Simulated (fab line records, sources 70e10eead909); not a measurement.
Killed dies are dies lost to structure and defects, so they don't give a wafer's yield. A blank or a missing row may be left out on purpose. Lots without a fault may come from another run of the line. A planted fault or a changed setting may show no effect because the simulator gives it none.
Problem report in the 8D (eight disciplines) form, filled by code | flow nand_harc | the parts of the form that need people (team, actions taken, sign-off) are left out

1. THE PROBLEM
thk_nm at NHARC_A_ONON_D1_THK_MEAS_05 reads a mean of 635 nm on 6 wafers of 2 lots; wafers without a fault read 998 nm with a standard deviation of 9.4. That is -39 standard deviations from the usual mean.
The step: measures by ellipsometry.
First seen on wafer L433.1, day 11 05:49, on film_metro-02. The record holds 36 wafers of 12 lots with a number at this step. Rule for "out", or "out of limits": more than 4 standard deviations from the usual mean. The other wafers with a number count as sound.

2. WHAT IT IS AND WHAT IT IS NOT
question                    | is                     | is not
which readings at this step | thk_nm                 | -
which lots                  | L433, L435             | L425, L426, L427, L440, L442, L443, L444, L445, L447, L448
which wafers of those lots  | all that have a number | -
read on which gauges        | film_metro-02          | film_metro-01
when                        | from day 11 05:49      | up to then (9 sound wafers); but 21 sound wafers of L440, L442, L443, L444, L445, L447, L448 came after

3. SUSPECTS, AND WHAT RULES EACH OUT
Counting: a tool at a process step up to the reading stays a suspect if it ran every lot that is out and no sound lot after the first of them.
- the gauge at NHARC_A_ONON_D1_THK_MEAS_05: ruled out. All the wafers that are out were read on film_metro-02, but those of them that NHARC_END_SORT_01 has rows for are out there too, on other tools.
- rtp_anneal-01 at NHARC_P_BONDPAD_ANNEAL_28 (time 90 s): ruled out as a lasting fault. Sound lots L443, L444, L448 ran on it after its first lot that is out, L433 (day 10 01:36).
- rie_diel-03 at NHARC_A_ZERO_WELL_ETCH_19 (etches the open film in N2/H2, target depth 80 nm, overetch 24 nm, time 87.88 s): ruled out as a lasting fault. Sound lots L443 ran on it after its first lot that is out, L433 (day 10 04:02).
- pecvd_onon-02 at NHARC_A_ONON_D1_DEP_03 (target thk 1000 nm): ruled out as a lasting fault. Sound lots L442, L445 ran on it after its first lot that is out, L433 (day 11 05:19).
Left after counting: nothing in the record.

4. THE CAUSE (what the simulator had put in)
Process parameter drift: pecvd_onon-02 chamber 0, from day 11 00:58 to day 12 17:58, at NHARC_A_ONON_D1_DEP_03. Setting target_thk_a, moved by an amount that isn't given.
Counting ruled it out, wrongly: the rule takes a fault to strike every lot that its tool runs from its start on, and this one did not.

5. THE CHAIN OF EFFECTS, in route order
Each row: a reading whose mean over the struck wafers that have a number lies more than 3 standard deviations from the usual. Only readings for which the record gives a usual standard deviation are gone through. hours: the time from each lot's start at the first step in this table that gives one to its start at this step, as a median over the lots. sigmas: the change in usual standard deviations.
hours | step                        | reading         | usual  | on struck wafers | change | sigmas
0     | NHARC_A_ONON_D1_THK_MEAS_05 | thk_nm          | 998 nm | 635              | -363   | -39
397   | NHARC_END_SORT_01           | killed_at_array | 56     | 674              | +618   | +33
397   | NHARC_END_SORT_01           | killed_dies     | 60     | 677              | +617   | +32

6. WHAT WOULD HAVE CAUGHT IT SOONER
In this record the first reading out of limits at a measuring or inspecting step was taken at day 11 05:49, 5 hours after the fault began at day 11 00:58.
Of the tool readings at NHARC_A_ONON_D1_DEP_03 for which the record gives a usual standard deviation, none was out on any struck wafer, so an alarm limit of 4 standard deviations on them would not have fired.
